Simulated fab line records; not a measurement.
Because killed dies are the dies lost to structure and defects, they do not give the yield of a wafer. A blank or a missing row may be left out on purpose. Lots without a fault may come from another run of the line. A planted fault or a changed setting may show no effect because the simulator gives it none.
What tool caused it? | flow nandHarc | 42 wafers from 14 lots sampled at 5 of the route's 1302 steps

WHAT THE GAUGES READ, wafer by wafer
NHARC_A_ONON_D2_THK_MEAS_02: measures by ellipsometry.
lot  | measured     | on           | thkNm (nm)
L153 | day 12 16:46 | filmMetro-01 | 1003 1004 1004
L154 | day 12 16:46 | filmMetro-02 | 1004 1003 1003
L155 | day 13 11:09 | filmMetro-01 | 1012 1013 1013
L158 | day 14 11:14 | filmMetro-01 | 1007 1005 1005
L159 | day 14 18:04 | filmMetro-01 | 1005 1004 1004
L161 | day 15 21:19 | filmMetro-01 | 995 993 992
L162 | day 15 21:20 | filmMetro-02 | 1004 1005 1003
L163 | day 16 21:42 | filmMetro-01 | 1003 1002 1003
L165 | day 17 01:38 | filmMetro-01 | 1011 1010 1011
L164 | day 17 01:37 | filmMetro-01 | 995 998 993
L166 | day 17 19:33 | filmMetro-02 | 1016 1018 1018
L174 | day 20 20:26 | filmMetro-01 | 994 994 995
L175 | day 21 01:58 | filmMetro-01 | 1004 1003 1004
L176 | day 22 11:52 | filmMetro-02 | 996 995 996

NHARC_A_ONON_D2_THK_MEAS_11: measures by ellipsometry.
lot  | measured     | on           | thkNm (nm)
L153 | day 12 18:28 | filmMetro-01 | 994 993 997
L154 | day 12 18:28 | filmMetro-02 | 1004 1005 1003
L155 | day 13 12:51 | filmMetro-01 | 996 996 996
L158 | day 14 12:56 | filmMetro-01 | 1002 1002 1003
L159 | day 14 19:46 | filmMetro-01 | 993 993 993
L161 | day 15 23:01 | filmMetro-02 | 998 998 999
L162 | day 15 23:01 | filmMetro-01 | 995 995 997
L163 | day 16 23:24 | filmMetro-01 | 994 993 994
L165 | day 17 03:21 | filmMetro-01 | 628 1004 1005
L164 | day 17 03:19 | filmMetro-01 | 996 997 997
L166 | day 17 21:15 | filmMetro-01 | 625 1001 1003
L174 | day 20 22:08 | filmMetro-01 | 1009 1009 1008
L175 | day 21 03:40 | filmMetro-02 | 996 995 996
L176 | day 22 13:35 | filmMetro-02 | 1008 1008 1007

NHARC_END_SORT_01.
lot  | measured     | on        | killedAtArray | killedAtOther | killedAtPeriphery | killedDies | killedOpen | killedShort
L154 | day 24 12:56 | prober-02 | 59 74 63      | 1 0 3         | 1 5 3             | 61 79 69   | 4 4 2      | 2 1 1
L162 | day 28 02:10 | prober-02 | 63 64 57      | 3 0 3         | 8 5 4             | 74 69 64   | 0 3 5      | 4 2 6
L165 | day 29 03:16 | prober-01 | 676 45 40     | 0 0 0         | 1 1 1             | 677 46 41  | 2 6 2      | 0 1 1
L166 | day 29 21:22 | prober-01 | 667 52 40     | 0 1 0         | 10 6 2            | 677 59 42  | 4 3 5      | 1 6 1
L174 | day 32 18:00 | prober-01 | 36 36 31      | 0 0 0         | 6 4 6             | 42 40 37   | 3 4 5      | 5 2 0

TOOL THAT RAN EACH LOT (tool first, then ch and the chambers of the sampled wafers, then the start)
lot  | NHARC_A_DECK1_JOINT_CMP_13    | NHARC_A_ONON_D2_DEP_09
L153 | cmp-02 ch 0,2,3, day 11 10:11 | pecvdOnon-02 ch 0, day 12 17:57
L154 | cmp-04 ch 1,2, day 11 14:11   | pecvdOnon-04 ch 0, day 12 17:57
L155 | cmp-04 ch 0,1,2, day 12 10:34 | pecvdOnon-02 ch 0, day 13 12:24
L158 | cmp-04 ch 0,3, day 13 13:46   | pecvdOnon-04 ch 0, day 14 12:29
L159 | cmp-03 ch 0,2, day 13 19:01   | pecvdOnon-02 ch 0, day 14 19:16
L161 | cmp-04 ch 0,2,3, day 14 20:30 | pecvdOnon-02 ch 0, day 15 22:31
L162 | cmp-03 ch 0,2,3, day 14 20:35 | pecvdOnon-04 ch 0, day 15 22:31
L163 | cmp-04 ch 0,1, day 15 16:57   | pecvdOnon-04 ch 0, day 16 22:57
L165 | cmp-03 ch 1,2,3, day 16 01:47 | pecvdOnon-04 ch 0, day 17 02:49
L164 | cmp-02 ch 0,1,2, day 16 01:49 | pecvdOnon-03 ch 0, day 17 02:52
L166 | cmp-03 ch 0,2,3, day 16 15:55 | pecvdOnon-04 ch 0, day 17 20:55
L174 | cmp-04 ch 1,3, day 19 23:00   | pecvdOnon-02 ch 0, day 20 21:38
L175 | cmp-03 ch 0,2, day 20 04:14   | pecvdOnon-04 ch 0, day 21 03:09
L176 | cmp-03 ch 0,1,2, day 21 07:38 | pecvdOnon-04 ch 0, day 22 13:04
- NHARC_A_DECK1_JOINT_CMP_13: polishes, target thk 51.023 nm.
- NHARC_A_ONON_D2_DEP_09: target thk 1000 nm.

AS READ BY THE TOOLS THEMSELVES (means over the sampled wafers that have a number; for cases with no such wafer, the mark the record gives instead)
NHARC_A_DECK1_JOINT_CMP_13.
lot  | tool   | motorCurrentA (A) | timeToEndpointS (s)
L153 | cmp-02 | 12.2              | 10.0
L154 | cmp-04 | 12.5              | 7.5
L155 | cmp-04 | 12.4              | 7.2
L158 | cmp-04 | 12.0              | 7.7
L159 | cmp-03 | 12.7              | 12.1
L161 | cmp-04 | 12.9              | 7.5
L162 | cmp-03 | 11.5              | 11.2
L163 | cmp-04 | 11.5              | 8.0
L165 | cmp-03 | 11.7              | 13.3
L164 | cmp-02 | 12.3              | 8.4
L166 | cmp-03 | 11.4              | 10.1
L174 | cmp-04 | 13.7              | 11.0
L175 | cmp-03 | 12.4              | 9.2
L176 | cmp-03 | 12.5              | 7.7

THE ANSWER, worked out from the rows above alone
Rule: usual is defined by the lots themselves. Put in order of their means at a reading, lots are off if they are a third of the lots or fewer, leave a main group of 4 or more, and stand apart from it by a gap of 3 or more times the standard deviation of the main group's means; of several such gaps the widest counts. The tables above print the reading to a certain number of digits; a main group whose means all agree to those digits is not used. Also off: a lot with no number at a reading for which 4 or more lots have one. Where the step has rows for the other lots, those lots are counted as sound. First the gauges in route order, then the tools' own readings, where a lot's mean is used as printed above. The first step at which some lot is off is used, and at that step the reading that is off furthest; a lot without a number counts as furthest.
Off: L165, L166 (NHARC_A_ONON_D2_THK_MEAS_11, thkNm). Main group: mean 999 nm, sd 5.2.
If a tool, at a process step before that reading, ran all the lots that are off and no sound lot after the first of them, it fits. The gauges at NHARC_A_ONON_D2_THK_MEAS_11 are tried like those tools. None of those tried fits.

WHAT HAD BEEN PUT IN BY THE SIMULATOR
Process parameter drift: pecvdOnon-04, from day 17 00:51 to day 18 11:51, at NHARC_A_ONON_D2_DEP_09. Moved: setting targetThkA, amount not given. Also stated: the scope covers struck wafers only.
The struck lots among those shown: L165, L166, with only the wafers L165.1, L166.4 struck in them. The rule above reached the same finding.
